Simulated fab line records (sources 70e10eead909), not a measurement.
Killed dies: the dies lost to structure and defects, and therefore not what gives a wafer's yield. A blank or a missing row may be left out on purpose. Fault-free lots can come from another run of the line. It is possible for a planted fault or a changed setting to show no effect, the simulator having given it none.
fab line records	flow nand_harc
[record] lots = 12	wafers = 35	last_day = 34
route steps=1302 shown A_CHANNEL_HOLE_D2@592 A_CHANNEL_FILL_D2@612
lots that met no fault: taken from a fault-free run of the same line
start_h: hours from the record's opening day to when the first of the lot's shown wafers began	wait_h: hours elapsed since this lot's preceding step	" unchanged from the row above	L1.1+2: a single row standing in for several wafers	- either no value or no given start	* or withheld: withheld	< > ~ a bound
route shown NAME@n: names a module that has steps shown in the file, with the first one's number in the route	usual: mean/standard deviation taken from wafers without a fault	same: alike in all rows	chamber/n: place in a boat	sites: the reading at each site	_std_site: the values' standard deviation	_edge_site: outer sites' mean less inner sites'	radius_mm: for every site, how far away it sits from the centre of the wafer	mask NAME#n: copy n	behind: the tool/chamber that last shaped the wafer	hold: cause of the lot's hold/its duration in hours/its outcome	device: the transistor (n, p or np) that didn't switch	end of line: the tests these same wafers got at the end of their route	for a step that has no rows: nothing shown but its recipe	killed: the dies lost at the first sort to structure and to defects; this is not the yield of the wafer	map: a wafer's dies, x killed, . not, _ none there
set.NAME: the setting the step ran with; set.NAME@STEP: the setting that earlier step ran with	model.NAME: the simulator's own value behind a step, which no gauge read
one table for each step of the route and one row for each wafer, over a sample of lots
services: the hour from which a tool's chamber was out of use, counted from the record's first day as start_h (under 0 if before that day), plus the number of hours and why
[[steps]]
[step NHARC_A_CHANNEL_HOLE_D2_ETCH_20]
[recipe] bias_v = 3000	source_w = withheld	pressure_mtorr = 20	time_s = 361.9	ar_flow_sccm = 375	c4f8_flow_sccm = 89.3	o2_flow_sccm = 35.7	temp_c = -20	target_depth_a = 16000	chemistry = C4F8/O2/Ar
[usual] drypump_motor_current_A = 5.99/0.1	he_backside_leak_sccm = 5.5/0.43	mfc_ar_sccm = 375.0/1.2	showerhead_plenum_p_Torr = 3.71/0.1	throttle_valve_pct = 32.155/0.0091
lot.wafer	tool	chamber	start_h	wait_h	drypump_motor_current_A	he_backside_leak_sccm	mfc_ar_sccm	rf_hours_counter_h	showerhead_plenum_p_Torr	throttle_valve_pct
L892.1	har_etch-01	1	298.91	0.1	5.88	6.0	373.7	146	3.70	32.159
L892.3	"	1	"	"	5.84	6.0	375.1	-	3.70	32.143
L892.6	"	0	"	"	5.95	5.2	375.1	-	3.70	32.169
L896.2	har_etch-02	0	328.03	0.3	6.14	6.1	374.7	-	3.73	32.144
L896.3	"	0	"	"	6.12	5.7	376.6	-	3.73	32.148
L896.5	"	0	"	"	6.11	6.0	376.0	-	3.73	32.151
L897.3	har_etch-01	0	348.63	0.2	5.98	5.5	375.2	-	3.68	32.161
L897.6	"	1	"	"	5.82	5.9	373.2	-	3.68	32.172
L897.5	"	0	"	"	5.96	5.3	373.6	-	3.68	32.155
L900.2	har_etch-01	0	372.54	0.1	5.97	5.6	374.2	191	3.68	32.164
L900.3	"	0	"	"	5.97	5.4	373.9	-	3.68	32.146
L900.5	"	0	"	"	5.97	5.5	373.4	-	3.68	32.174
L902.2	har_etch-01	0	402.42	0.1	5.95	5.6	374.4	210	3.67	32.145
L902.6	"	1	"	"	5.91	5.8	374.0	-	3.67	32.164
L902.5	"	0	"	"	5.93	5.4	374.5	-	3.67	32.174
L904.3	har_etch-02	1	417.26	0.2	6.06	4.9	375.2	-	3.91	32.159
L904.5	"	0	"	"	6.05	4.9	373.4	-	3.70	32.144
L904.6	"	1	"	"	6.06	4.7	373.0	-	3.91	32.157
L905.1	har_etch-01	1	449.92	0.1	5.84	6.0	374.4	237	3.65	32.153
L905.3	"	1	"	"	5.83	5.9	374.9	-	3.65	32.166
L905.6	"	1	"	"	5.83	6.0	376.0	-	3.65	32.153
L908.3	har_etch-02	0	450.78	0.2	6.14	5.0	373.6	-	3.69	32.149
L908.6	"	1	"	"	6.06	5.3	374.9	-	3.90	32.145
L910.1	har_etch-02	0	466.59	0.1	6.16	5.0	375.3	42	3.68	32.144
L910.4	"	0	"	"	6.09	4.9	371.7	-	3.68	32.160
L910.3	"	1	"	"	6.03	4.9	376.1	-	3.89	32.167
L912.2	har_etch-02	0	493.82	0.1	6.07	5.1	376.2	57	3.67	32.142
L912.4	"	1	"	"	6.06	4.9	374.8	-	3.88	32.160
L912.3	"	0	"	"	6.11	5.3	377.2	-	3.67	32.142
L913.1	har_etch-02	0	512.25	0.1	6.15	4.9	376.0	69	3.67	32.137
L913.2	"	1	"	"	6.05	5.3	377.0	69	3.88	32.153
L913.5	"	1	"	"	6.07	5.2	377.2	-	3.88	32.144
L915.1	har_etch-01	1	523.13	0.1	5.82	6.1	374.5	283	3.63	32.153
L915.3	"	0	"	"	5.96	5.9	377.9	-	3.63	32.149
L915.5	"	1	"	"	5.85	5.9	375.3	-	3.63	32.151
[step NHARC_A_CHANNEL_HOLE_D2_ETCH_21]
[recipe] bias_v = 3000	source_w = withheld	pressure_mtorr = 20	time_s = 514.3	ar_flow_sccm = 375	c4f8_flow_sccm = 89.3	o2_flow_sccm = 35.7	temp_c = -20	target_depth_a = 16000	chemistry = C4F8/O2/Ar
[usual] drypump_motor_current_A = 5.99/0.1	he_backside_leak_sccm = 5.5/0.5	mfc_ar_sccm = 375.0/1.1	showerhead_plenum_p_Torr = 3.71/0.1	throttle_valve_pct = 32.155/0.01
lot.wafer	tool	chamber	start_h	wait_h	drypump_motor_current_A	he_backside_leak_sccm	mfc_ar_sccm	rf_hours_counter_h	showerhead_plenum_p_Torr	throttle_valve_pct
L892.1	har_etch-01	1	299.24	0.3	5.87	5.7	375.0	146	3.70	32.143
L892.3	"	1	"	"	5.92	5.7	375.8	-	3.70	32.143
L892.6	"	0	"	"	5.97	5.4	374.6	-	3.70	32.144
L896.2	har_etch-02	0	328.70	0.6	6.10	5.9	376.1	-	3.73	32.164
L896.3	"	0	"	"	6.13	5.9	373.9	-	3.73	32.157
L896.5	"	0	"	"	6.11	6.1	374.4	-	3.73	32.159
L897.3	har_etch-01	0	349.01	0.3	5.95	5.5	377.1	-	3.68	32.152
L897.6	"	1	"	"	5.88	5.6	373.7	-	3.68	32.169
L897.5	"	0	"	"	5.93	5.4	375.2	-	3.68	32.152
L900.2	har_etch-01	0	372.85	0.3	6.00	5.6	373.7	192	3.68	32.139
L900.3	"	0	"	"	5.97	5.6	374.8	-	3.68	32.162
L900.5	"	0	"	"	5.98	5.4	375.4	-	3.68	32.173
L902.2	har_etch-01	0	402.76	0.3	5.96	5.6	374.3	211	3.66	32.150
L902.6	"	1	"	"	5.82	6.2	375.5	-	3.67	32.155
L902.5	"	0	"	"	5.96	5.4	374.3	-	3.67	32.139
L904.3	har_etch-02	1	417.64	0.3	6.05	5.1	375.9	-	3.91	32.162
L904.5	"	0	"	"	6.10	5.0	374.1	-	3.70	32.166
L904.6	"	1	"	"	6.06	5.1	375.2	-	3.91	32.141
L905.1	har_etch-01	1	450.23	0.3	5.86	6.4	376.3	238	3.65	32.150
L905.3	"	1	"	"	5.87	6.3	373.9	-	3.65	32.171
L905.6	"	1	"	"	5.89	6.3	376.1	-	3.65	32.155
L908.3	har_etch-02	0	451.16	0.3	6.09	5.0	377.6	-	3.69	32.178
L908.6	"	1	"	"	6.05	5.2	375.8	-	3.90	32.125
L910.1	har_etch-02	0	466.91	0.3	6.13	4.9	374.0	43	3.68	32.160
L910.4	"	0	"	"	6.15	5.1	373.8	-	3.68	32.162
L910.3	"	1	"	"	6.07	5.0	375.7	-	3.89	32.148
L912.2	har_etch-02	0	494.16	0.3	6.10	5.2	376.2	58	3.67	32.144
L912.4	"	1	"	"	6.05	5.2	374.9	-	3.88	32.175
L912.3	"	0	"	"	6.11	5.1	374.7	-	3.67	32.121
L913.1	har_etch-02	0	512.57	0.3	6.13	5.1	375.7	69	3.67	32.148
L913.2	"	1	"	"	6.05	5.1	374.6	69	3.88	32.158
L913.5	"	1	"	"	6.05	5.3	377.3	-	3.88	32.152
L915.1	har_etch-01	1	523.46	0.3	5.82	6.2	376.1	283	3.63	32.149
L915.3	"	0	"	"	5.96	5.7	374.8	-	3.63	32.150
L915.5	"	1	"	"	5.80	6.0	375.0	-	3.63	32.141
[step NHARC_A_CHANNEL_FILL_D2_ALD_02]
[recipe] target_thk_a = 60	pulse_time_s = 10	ald_cycles = 60	temp_c = 300	material = SiO2
[usual] ald_cycles = 60/0	heater_power_w = 469/38	precursor_pulse_height_rel = 0.999/0.021
lot.wafer	tool	chamber	start_h	wait_h	ald_cycles	heater_power_w	precursor_pulse_height_rel	since_wet_clean_h
L892.1	ald_hk-02	2	304.69	-	60	467	0.959	124
L892.3	"	0	"	"	60	482	0.996	124
L892.6	"	2	"	"	60	475	0.993	-
L896.2	ald_hk-04	3	337.90	0.2	60	461	1.016	74
L896.3	"	1	"	"	60	507	1.050	74
L896.5	"	3	"	"	60	478	0.974	-
L897.3	ald_hk-03	3	354.44	-	60	432	0.978	133
L897.5	"	1	"	"	60	522	0.976	-
L897.6	"	2	"	"	60	396	0.999	-
L900.3	ald_hk-04	2	378.32	-	60	414	0.957	114
L900.2	"	3	"	"	60	468	0.991	114
L900.5	"	2	"	"	60	412	0.985	-
L902.2	ald_hk-03	3	408.43	-	60	468	0.989	7
L902.6	"	1	"	"	60	512	0.970	-
L902.5	"	2	"	"	60	408	1.060	-
L904.3	ald_hk-02	3	422.92	-	60	510	0.998	64
L904.5	"	3	"	"	60	517	0.973	-
L904.6	"	0	"	"	60	472	0.998	-
L905.1	ald_hk-04	1	455.70	-	82	483	0.970	13
L905.3	"	0	"	"	60	471	1.002	14
L905.6	"	1	"	"	82	480	1.025	-
L908.3	ald_hk-04	3	456.47	-	60	487	1.003	14
L908.6	"	2	"	"	82	396	1.033	-
L910.4	ald_hk-02	3	472.37	-	60	508	1.037	114
L910.1	"	0	"	"	60	493	1.000	114
L910.3	"	1	"	"	60	423	0.983	114
L912.2	ald_hk-02	0	499.57	-	60	479	1.024	141
L912.4	"	1	"	"	60	426	0.993	141
L912.3	"	2	"	"	60	494	1.027	141
L913.1	ald_hk-04	1	518.21	-	60	483	1.001	76
L913.2	"	2	"	"	60	410	0.990	76
L913.5	"	0	"	"	60	482	0.995	-
L915.3	ald_hk-04	1	528.95	-	60	497	1.002	87
L915.1	"	2	"	"	60	406	0.962	87
L915.5	"	1	"	"	60	480	1.031	-
[step NHARC_A_CHANNEL_FILL_D2_ALD_14]
[recipe] target_thk_a = 25	pulse_time_s = 10	ald_cycles = 25	temp_c = 300	material = SiO2
[usual] ald_cycles = 25/0	heater_power_w = 467/38	precursor_pulse_height_rel = 1.000/0.02
lot.wafer	tool	chamber	start_h	wait_h	ald_cycles	heater_power_w	precursor_pulse_height_rel	since_wet_clean_h
L892.1	ald_hk-02	0	311.57	0.0	25	467	0.994	131
L892.3	"	3	"	"	25	522	0.975	131
L892.6	"	0	"	"	25	475	1.000	-
L896.2	ald_hk-02	0	344.82	0.0	25	465	0.999	164
L896.3	"	2	"	"	25	469	0.981	164
L896.5	"	1	"	"	25	406	0.964	-
L897.3	ald_hk-03	1	361.40	0.1	25	545	0.995	139
L897.5	"	3	"	"	25	431	1.004	-
L897.6	"	0	"	"	25	477	0.976	-
L900.2	ald_hk-02	2	385.36	0.1	25	490	0.978	27
L900.3	"	1	"	"	25	426	0.983	27
L900.5	"	3	"	"	25	512	0.985	-
L902.2	ald_hk-04	3	415.41	0.2	25	474	1.024	151
L902.6	"	0	"	"	25	500	0.978	-
L902.5	"	1	"	"	25	502	0.992	-
L904.3	ald_hk-04	2	428.31	0.2	25	417	0.999	164
L904.6	"	3	"	"	25	471	1.012	-
L904.5	"	0	"	"	25	508	1.012	-
L905.3	ald_hk-03	2	462.72	0.0	25	412	0.984	61
L905.1	"	3	"	"	25	480	1.032	61
L905.6	"	3	"	"	25	473	0.998	-
L908.3	ald_hk-02	2	462.80	0.1	25	490	1.009	104
L908.6	"	1	"	"	25	420	0.963	-
L910.3	ald_hk-03	0	479.34	0.0	25	481	1.008	77
L910.4	"	1	"	"	25	522	0.982	78
L910.1	"	2	"	"	25	407	0.982	78
L912.4	ald_hk-04	2	506.57	0.0	25	413	1.013	64
L912.2	"	0	"	"	25	468	1.000	64
L912.3	"	1	"	"	25	484	0.995	64
L913.2	ald_hk-03	1	526.24	1.2	25	522	1.023	124
L913.1	"	2	"	"	25	414	1.011	124
L913.5	"	2	"	"	25	406	0.986	-
L915.1	ald_hk-03	1	535.89	0.1	25	517	1.003	134
L915.3	"	2	"	"	25	405	1.025	134
L915.5	"	1	"	"	25	527	1.008	-
[[services]]
tool	chamber	start_h	hours	kind
ald_hk-04	-	282.13	4.4	repair
ald_hk-02	-	306.72	2.8	repair
har_etch-02	1	312.36	-	consumable_replace:showerhead
har_etch-02	1	312.36	17.0	scheduled_down
har_etch-02	1	312.36	17.0	vent_cycle
ald_hk-02	-	321.66	0.7	repair
ald_hk-02	-	348.86	10.0	pm
har_etch-02	-	377.15	17.0	pm
har_etch-02	0	377.15	17.0	vent_cycle
har_etch-02	1	377.15	17.0	vent_cycle
ald_hk-02	-	380.90	0.6	repair
har_etch-02	0	394.15	-	clean
har_etch-02	0	394.15	-	consumable_replace:focus_ring
har_etch-02	1	394.15	-	clean
har_etch-02	1	394.15	-	consumable_replace:focus_ring
ald_hk-03	-	422.00	0.9	repair
ald_hk-04	-	432.52	10.0	pm
ald_hk-04	0	432.52	10.0	vent_cycle
ald_hk-04	1	432.52	10.0	vent_cycle
ald_hk-04	2	432.52	10.0	vent_cycle
ald_hk-04	3	432.52	10.0	vent_cycle
ald_hk-04	0	442.52	-	clean
ald_hk-04	1	442.52	-	clean
ald_hk-04	2	442.52	-	clean
[[key]]
[first_sign] step = NHARC_A_CHANNEL_FILL_D2_ALD_02	reading = ald_cycles	direction = up	sigmas = 99+	usual = 60	struck = 82
effect none on later readings
met_at NHARC_A_CHANNEL_FILL_D2_ALD_02
struck_lots L905,L908
struck_wafers L905.1,L905.6,L908.6
tester_left_out L905,L908
not_acting_at NHARC_A_CHANNEL_HOLE_D2_ETCH_20,NHARC_A_CHANNEL_HOLE_D2_ETCH_21,NHARC_A_CHANNEL_FILL_D2_ALD_14
onset_between 378.32 455.70
[fault] kind = process_parameter_drift	tool = ald_hk-04	chamber = -	onset_h = 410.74	steps = NHARC_A_CHANNEL_FILL_D2_ALD_02	channel = ald_cycles	offset = 22	shape = step	end_h = 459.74	scope = struck_wafers_only	acts_in = these_recipes_only	stated = 60
// tester_left_out: of these lots the tester's yield and bins aren't shown, on N5 and GAA mostly nor the transistor test; their killed dies are dies lost to structure and defects alone, not to doping, threshold or leakage, so they don't give the yield
